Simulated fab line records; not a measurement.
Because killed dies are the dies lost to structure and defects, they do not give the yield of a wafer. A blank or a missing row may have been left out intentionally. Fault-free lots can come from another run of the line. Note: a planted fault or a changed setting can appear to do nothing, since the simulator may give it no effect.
Which tool is to blame? / flow nandHarc / 33 wafers from 11 lots sampled at 6 of the route's 1302 steps

## WHAT THE GAUGES READ, wafer by wafer
NHARC_P_ZERO_WELL_CD_MEAS_24: the cd target is 720 nm.
lot=L327; measured=day 4 10:49; on=cdSem-01; cdNm (nm)=647.2 645.7 645.4 647.2 645.8 645.5
lot=L328; measured=day 4 20:47; on=cdSem-02; cdNm (nm)=722.5 724.1 722.2
lot=L331; measured=day 6 02:36; on=cdSem-01; cdNm (nm)=722.5 720.6 723.2
lot=L334; measured=day 7 09:17; on=cdSem-03; cdNm (nm)=722.0 720.2 718.2
lot=L335; measured=day 7 18:29; on=cdSem-02; cdNm (nm)=723.7 722.1 722.2
lot=L336; measured=day 8 04:35; on=cdSem-02; cdNm (nm)=721.4 722.4 721.5
lot=L337; measured=day 8 14:27; on=cdSem-02; cdNm (nm)=720.6 720.9 720.2
lot=L338; measured=day 9 00:36; on=cdSem-01; cdNm (nm)=719.6 720.8 722.4
lot=L341; measured=day 10 06:37; on=cdSem-03; cdNm (nm)=720.8 722.5 721.1
lot=L342; measured=day 10 16:28; on=cdSem-01; cdNm (nm)=718.5 721.2 718.1
lot=L343; measured=day 11 02:19; on=cdSem-02; cdNm (nm)=721.7 725.5 722.7

NHARC_P_STI_INSPECT_11.
lot=L327; measured=day 5 09:09; on=defectInspect-02; rawDefectCount=5 9 5
lot=L328; measured=day 5 17:46; on=defectInspect-01; rawDefectCount=4 4 4
lot=L331; measured=day 7 04:09; on=defectInspect-02; rawDefectCount=6 5 3
lot=L334; measured=day 8 08:39; on=defectInspect-02; rawDefectCount=3 6 6
lot=L335; measured=day 8 15:19; on=defectInspect-01; rawDefectCount=9 8 4
lot=L336; measured=day 9 03:46; on=defectInspect-02; rawDefectCount=4 6 3
lot=L337; measured=day 9 10:44; on=defectInspect-02; rawDefectCount=3 4 7
lot=L338; measured=day 9 22:14; on=defectInspect-02; rawDefectCount=3 4 7
lot=L341; measured=day 11 05:31; on=defectInspect-02; rawDefectCount=6 4 2
lot=L342; measured=day 11 15:12; on=defectInspect-02; rawDefectCount=7 11 6
lot=L343; measured=day 11 23:44; on=defectInspect-01; rawDefectCount=4 6 6

NHARC_END_SORT_01.
lot=L327; measured=day 27 08:07; on=prober-02; killedAtArray=51 46 51; killedAtOther=0 1 0; killedAtPeriphery=18 14 12; killedDies=69 61 63; killedOpen=3 2 2; killedShort=4 0 2

## WHAT TOOL EACH LOT RAN ON (gives the tool, then ch and the chambers of the sampled wafers, and finally the start)
lot=L327; NHARC_P_ZERO_WELL_DESCUM_13=rieDiel-10 ch 1,2,3, day 4 09:23; NHARC_P_ZERO_WELL_EXPOSE_21=krfScanner-02 ch 0, day 4 10:39; NHARC_P_ZERO_WELL_DESCUM_26=rieDiel-10 ch 1,2, day 4 12:34
lot=L328; NHARC_P_ZERO_WELL_DESCUM_13=rieDiel-05 ch 0,1, day 4 19:31; NHARC_P_ZERO_WELL_EXPOSE_21=krfScanner-04 ch 0, day 4 20:37; NHARC_P_ZERO_WELL_DESCUM_26=rieDiel-05 ch 1,2, day 4 20:56
lot=L331; NHARC_P_ZERO_WELL_DESCUM_13=rieDiel-11 ch 2,3, day 6 01:24; NHARC_P_ZERO_WELL_EXPOSE_21=krfScanner-02 ch 0, day 6 02:26; NHARC_P_ZERO_WELL_DESCUM_26=rieDiel-11 ch 0,1, day 6 02:46
lot=L334; NHARC_P_ZERO_WELL_DESCUM_13=rieDiel-11 ch 0,2,3, day 7 07:59; NHARC_P_ZERO_WELL_EXPOSE_21=krfScanner-03 ch 0, day 7 09:08; NHARC_P_ZERO_WELL_DESCUM_26=rieDiel-05 ch 1,3, day 7 09:28
lot=L335; NHARC_P_ZERO_WELL_DESCUM_13=rieDiel-05 ch 1,2,3, day 7 17:19; NHARC_P_ZERO_WELL_EXPOSE_21=krfScanner-04 ch 0, day 7 18:20; NHARC_P_ZERO_WELL_DESCUM_26=rieDiel-10 ch 1,2, day 7 18:38
lot=L336; NHARC_P_ZERO_WELL_DESCUM_13=rieDiel-11 ch 0,1,2, day 8 03:24; NHARC_P_ZERO_WELL_EXPOSE_21=krfScanner-02 ch 0, day 8 04:25; NHARC_P_ZERO_WELL_DESCUM_26=rieDiel-11 ch 0,1,3, day 8 04:46
lot=L337; NHARC_P_ZERO_WELL_DESCUM_13=rieDiel-11 ch 0,3, day 8 13:20; NHARC_P_ZERO_WELL_EXPOSE_21=krfScanner-02 ch 0, day 8 14:18; NHARC_P_ZERO_WELL_DESCUM_26=rieDiel-11 ch 0,3, day 8 14:49
lot=L338; NHARC_P_ZERO_WELL_DESCUM_13=rieDiel-11 ch 0,2,3, day 8 23:25; NHARC_P_ZERO_WELL_EXPOSE_21=krfScanner-04 ch 0, day 9 00:27; NHARC_P_ZERO_WELL_DESCUM_26=rieDiel-05 ch 0,3, day 9 00:46
lot=L341; NHARC_P_ZERO_WELL_DESCUM_13=rieDiel-10 ch 0,1,2, day 10 05:24; NHARC_P_ZERO_WELL_EXPOSE_21=krfScanner-02 ch 0, day 10 06:28; NHARC_P_ZERO_WELL_DESCUM_26=rieDiel-05 ch 0,1,2, day 10 06:47
lot=L342; NHARC_P_ZERO_WELL_DESCUM_13=rieDiel-10 ch 0,2,3, day 10 15:17; NHARC_P_ZERO_WELL_EXPOSE_21=krfScanner-03 ch 0, day 10 16:18; NHARC_P_ZERO_WELL_DESCUM_26=rieDiel-11 ch 0,2,3, day 10 16:37
lot=L343; NHARC_P_ZERO_WELL_DESCUM_13=rieDiel-11 ch 1,2,3, day 11 01:16; NHARC_P_ZERO_WELL_EXPOSE_21=krfScanner-03 ch 0, day 11 02:10; NHARC_P_ZERO_WELL_DESCUM_26=rieDiel-05 ch 0,1,3, day 11 02:29
- NHARC_P_ZERO_WELL_DESCUM_13: chemistry O2, time 3 s.
- NHARC_P_ZERO_WELL_EXPOSE_21: exposes mask P NWELL, target cd 720 nm.
- NHARC_P_ZERO_WELL_DESCUM_26: chemistry O2, time 3 s.

## WHAT THE TOOLS THEMSELVES READ (means of the sampled wafers that have a number; where no wafer has one, the mark that the record gives instead)
NHARC_P_ZERO_WELL_DESCUM_13.
lot=L327; tool=rieDiel-10; chamberPressureMTorr (mTorr)=60.01; drypumpMotorCurrentA (A)=5.6; mfcArSccm (sccm)=0.008; oesProductAu (a.u.)=0.990; rfVppV (V)=57.3; showerheadPlenumPTorr (Torr)=1.90; throttleValvePct (%)=11.310
lot=L328; tool=rieDiel-05; chamberPressureMTorr (mTorr)=59.99; drypumpMotorCurrentA (A)=6.5; mfcArSccm (sccm)=0.000; oesProductAu (a.u.)=1.003; rfVppV (V)=58.2; showerheadPlenumPTorr (Torr)=1.94; throttleValvePct (%)=11.307
lot=L331; tool=rieDiel-11; chamberPressureMTorr (mTorr)=60.02; drypumpMotorCurrentA (A)=6.0; mfcArSccm (sccm)=0.000; oesProductAu (a.u.)=0.998; rfVppV (V)=58.4; showerheadPlenumPTorr (Torr)=1.98; throttleValvePct (%)=11.313
lot=L334; tool=rieDiel-11; chamberPressureMTorr (mTorr)=60.03; drypumpMotorCurrentA (A)=5.9; mfcArSccm (sccm)=0.003; oesProductAu (a.u.)=1.015; rfVppV (V)=58.1; showerheadPlenumPTorr (Torr)=2.01; throttleValvePct (%)=11.308
lot=L335; tool=rieDiel-05; chamberPressureMTorr (mTorr)=60.08; drypumpMotorCurrentA (A)=6.1; mfcArSccm (sccm)=0.015; oesProductAu (a.u.)=1.013; rfVppV (V)=58.1; showerheadPlenumPTorr (Torr)=1.90; throttleValvePct (%)=11.312
lot=L336; tool=rieDiel-11; chamberPressureMTorr (mTorr)=59.93; drypumpMotorCurrentA (A)=5.7; mfcArSccm (sccm)=0.006; oesProductAu (a.u.)=0.996; rfVppV (V)=58.6; showerheadPlenumPTorr (Torr)=1.96; throttleValvePct (%)=11.309
lot=L337; tool=rieDiel-11; chamberPressureMTorr (mTorr)=59.92; drypumpMotorCurrentA (A)=5.7; mfcArSccm (sccm)=0.007; oesProductAu (a.u.)=1.009; rfVppV (V)=58.5; showerheadPlenumPTorr (Torr)=1.99; throttleValvePct (%)=11.313
lot=L338; tool=rieDiel-11; chamberPressureMTorr (mTorr)=59.97; drypumpMotorCurrentA (A)=5.9; mfcArSccm (sccm)=0.003; oesProductAu (a.u.)=0.999; rfVppV (V)=58.8; showerheadPlenumPTorr (Torr)=2.01; throttleValvePct (%)=11.310
lot=L341; tool=rieDiel-10; chamberPressureMTorr (mTorr)=60.02; drypumpMotorCurrentA (A)=5.5; mfcArSccm (sccm)=0.008; oesProductAu (a.u.)=1.014; rfVppV (V)=57.8; showerheadPlenumPTorr (Torr)=1.93; throttleValvePct (%)=11.305
lot=L342; tool=rieDiel-10; chamberPressureMTorr (mTorr)=59.97; drypumpMotorCurrentA (A)=5.7; mfcArSccm (sccm)=0.008; oesProductAu (a.u.)=1.002; rfVppV (V)=57.8; showerheadPlenumPTorr (Torr)=1.87; throttleValvePct (%)=11.306
lot=L343; tool=rieDiel-11; chamberPressureMTorr (mTorr)=60.04; drypumpMotorCurrentA (A)=5.9; mfcArSccm (sccm)=0.002; oesProductAu (a.u.)=1.006; rfVppV (V)=57.6; showerheadPlenumPTorr (Torr)=1.92; throttleValvePct (%)=11.314

NHARC_P_ZERO_WELL_EXPOSE_21.
lot=L327; tool=krfScanner-02; focusOffsetNm (nm)=-0.1
lot=L328; tool=krfScanner-04; focusOffsetNm (nm)=0.1
lot=L331; tool=krfScanner-02; focusOffsetNm (nm)=0.2
lot=L334; tool=krfScanner-03; focusOffsetNm (nm)=-0.4
lot=L335; tool=krfScanner-04; focusOffsetNm (nm)=0.5
lot=L336; tool=krfScanner-02; focusOffsetNm (nm)=-0.5
lot=L337; tool=krfScanner-02; focusOffsetNm (nm)=0.4
lot=L338; tool=krfScanner-04; focusOffsetNm (nm)=-1.0
lot=L341; tool=krfScanner-02; focusOffsetNm (nm)=0.1
lot=L342; tool=krfScanner-03; focusOffsetNm (nm)=0.4
lot=L343; tool=krfScanner-03; focusOffsetNm (nm)=-0.6

NHARC_P_ZERO_WELL_DESCUM_26.
lot=L327; tool=rieDiel-10; chamberPressureMTorr (mTorr)=60.03; drypumpMotorCurrentA (A)=5.3; mfcArSccm (sccm)=0.008; oesProductAu (a.u.)=1.007; rfVppV (V)=57.3; showerheadPlenumPTorr (Torr)=1.96; throttleValvePct (%)=11.307
lot=L328; tool=rieDiel-05; chamberPressureMTorr (mTorr)=59.99; drypumpMotorCurrentA (A)=6.1; mfcArSccm (sccm)=0.029; oesProductAu (a.u.)=1.000; rfVppV (V)=57.2; showerheadPlenumPTorr (Torr)=1.91; throttleValvePct (%)=11.308
lot=L331; tool=rieDiel-11; chamberPressureMTorr (mTorr)=60.00; drypumpMotorCurrentA (A)=5.6; mfcArSccm (sccm)=0.009; oesProductAu (a.u.)=1.004; rfVppV (V)=57.6; showerheadPlenumPTorr (Torr)=1.95; throttleValvePct (%)=11.316
lot=L334; tool=rieDiel-05; chamberPressureMTorr (mTorr)=60.04; drypumpMotorCurrentA (A)=6.0; mfcArSccm (sccm)=0.000; oesProductAu (a.u.)=1.005; rfVppV (V)=58.5; showerheadPlenumPTorr (Torr)=1.98; throttleValvePct (%)=11.306
lot=L335; tool=rieDiel-10; chamberPressureMTorr (mTorr)=60.01; drypumpMotorCurrentA (A)=5.5; mfcArSccm (sccm)=0.015; oesProductAu (a.u.)=1.004; rfVppV (V)=58.1; showerheadPlenumPTorr (Torr)=1.94; throttleValvePct (%)=11.314
lot=L336; tool=rieDiel-11; chamberPressureMTorr (mTorr)=60.00; drypumpMotorCurrentA (A)=5.7; mfcArSccm (sccm)=0.006; oesProductAu (a.u.)=1.011; rfVppV (V)=58.5; showerheadPlenumPTorr (Torr)=1.91; throttleValvePct (%)=11.310
lot=L337; tool=rieDiel-11; chamberPressureMTorr (mTorr)=59.93; drypumpMotorCurrentA (A)=5.9; mfcArSccm (sccm)=0.003; oesProductAu (a.u.)=0.999; rfVppV (V)=58.3; showerheadPlenumPTorr (Torr)=1.96; throttleValvePct (%)=11.302
lot=L338; tool=rieDiel-05; chamberPressureMTorr (mTorr)=59.98; drypumpMotorCurrentA (A)=6.1; mfcArSccm (sccm)=0.000; oesProductAu (a.u.)=1.018; rfVppV (V)=57.3; showerheadPlenumPTorr (Torr)=1.83; throttleValvePct (%)=11.301
lot=L341; tool=rieDiel-05; chamberPressureMTorr (mTorr)=60.03; drypumpMotorCurrentA (A)=6.3; mfcArSccm (sccm)=0.015; oesProductAu (a.u.)=1.008; rfVppV (V)=58.1; showerheadPlenumPTorr (Torr)=1.92; throttleValvePct (%)=11.311
lot=L342; tool=rieDiel-11; chamberPressureMTorr (mTorr)=60.00; drypumpMotorCurrentA (A)=5.9; mfcArSccm (sccm)=0.003; oesProductAu (a.u.)=1.007; rfVppV (V)=59.3; showerheadPlenumPTorr (Torr)=2.00; throttleValvePct (%)=11.317
lot=L343; tool=rieDiel-05; chamberPressureMTorr (mTorr)=59.93; drypumpMotorCurrentA (A)=6.2; mfcArSccm (sccm)=0.000; oesProductAu (a.u.)=1.009; rfVppV (V)=57.1; showerheadPlenumPTorr (Torr)=1.91; throttleValvePct (%)=11.307

## THE ANSWER, worked out from the rows above alone
Rule: what is usual is taken from the lots themselves. The widest of any qualifying gaps counts: lots, ordered by their means at a reading, are off when they make up no more than a third of the lots, leave a main group of 4 or more, and stand apart from it by 3 or more times the standard deviation of that group's means. A main group is skipped when, at the precision printed for the reading in the tables above, its means are all equal. A lot without any number at a reading at which 4 lots or more have one is off too. Any other lot the step has rows for is counted as sound. Order of review: gauges by route order, followed by the tools' own readings, for which a lot's mean as printed above is used. At the first step where some lot is off, the reading lying furthest off is the one used; lots without a number count as furthest.
Off, at NHARC_P_ZERO_WELL_CD_MEAS_24 on cdNm: L327. Mean 721.5 nm and standard deviation 1.2 in the main group.
A tool fits if, at a process step before that reading, it ran every lot that is off, and no sound lot after the first of them. The gauges at NHARC_P_ZERO_WELL_CD_MEAS_24 are tried like those tools. None of those tried fits.

## WHAT WAS PUT IN BY THE SIMULATOR
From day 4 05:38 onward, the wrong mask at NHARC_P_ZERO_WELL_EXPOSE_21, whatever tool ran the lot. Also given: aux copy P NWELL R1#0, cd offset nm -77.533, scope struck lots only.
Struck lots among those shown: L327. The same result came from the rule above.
